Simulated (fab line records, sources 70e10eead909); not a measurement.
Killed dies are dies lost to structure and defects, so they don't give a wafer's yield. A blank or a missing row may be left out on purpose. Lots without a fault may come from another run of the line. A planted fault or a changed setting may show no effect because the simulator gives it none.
Chamber matching | flow nand_harc | NHARC_A_STAIRCASE_DEP_471 on pecvd-01: 3 sister chambers
The step deposits SiO2, target thk 100 nm. 6 wafers are shown with their chamber, then 8 later ones without.

WAFERS WITH THEIR CHAMBER
wafer  | chamber | throttle_valve_pct (%) | heater_power_outer_w (W)
L079.4 | 2       | 15.2                   | 264
L078.4 | 2       | 15.1                   | 303
L087.2 | 1       | 16.4                   | 338
L087.5 | 0       | 14.8                   | 330
L087.6 | 1       | 16.1                   | 345
L092.3 | 0       | 15.0                   | 322

WAFERS WITHOUT THEIR CHAMBER
wafer  | throttle_valve_pct (%) | heater_power_outer_w (W)
L092.4 | 15.1                   | 285
L092.6 | 15.1                   | 332
L095.3 | 16.1                   | 298
L095.4 | 14.5                   | 296
L095.6 | 16.0                   | 305
L097.3 | 14.2                   | 346
L097.5 | 16.1                   | 251
L097.6 | 15.0                   | 255

WHICH CHAMBER EACH WENT THROUGH
wafer  | from the rows above     | in truth
L092.4 | 2                       | 2
L092.6 | can't be placed: 0 or 2 | 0
L095.3 | 1                       | 1
L095.4 | can't be placed: 0 or 2 | 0
L095.6 | 1                       | 1
L097.3 | 0                       | 0
L097.5 | can't be placed: 1 or 2 | 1
L097.6 | 2                       | 2
Placed correctly: 5 of 8. Can't be placed from these rows: 3 (the true chamber is among the candidates in 3). Placed wrongly: 0.
How it was worked out, from the rows above alone: a wafer's distance from a chamber is the root of the sum, over the readings, of the square of ((its reading less the chamber's mean) divided by the reading's scatter). The wafer belongs to the nearest chamber; if the next one is less than 2 further off, it can't be placed. A chamber's mean is the mean of its shown wafers. The scatter: the root of (the sum of the squares of (reading less its chamber's mean) over the shown wafers, divided by (wafers less chambers)).
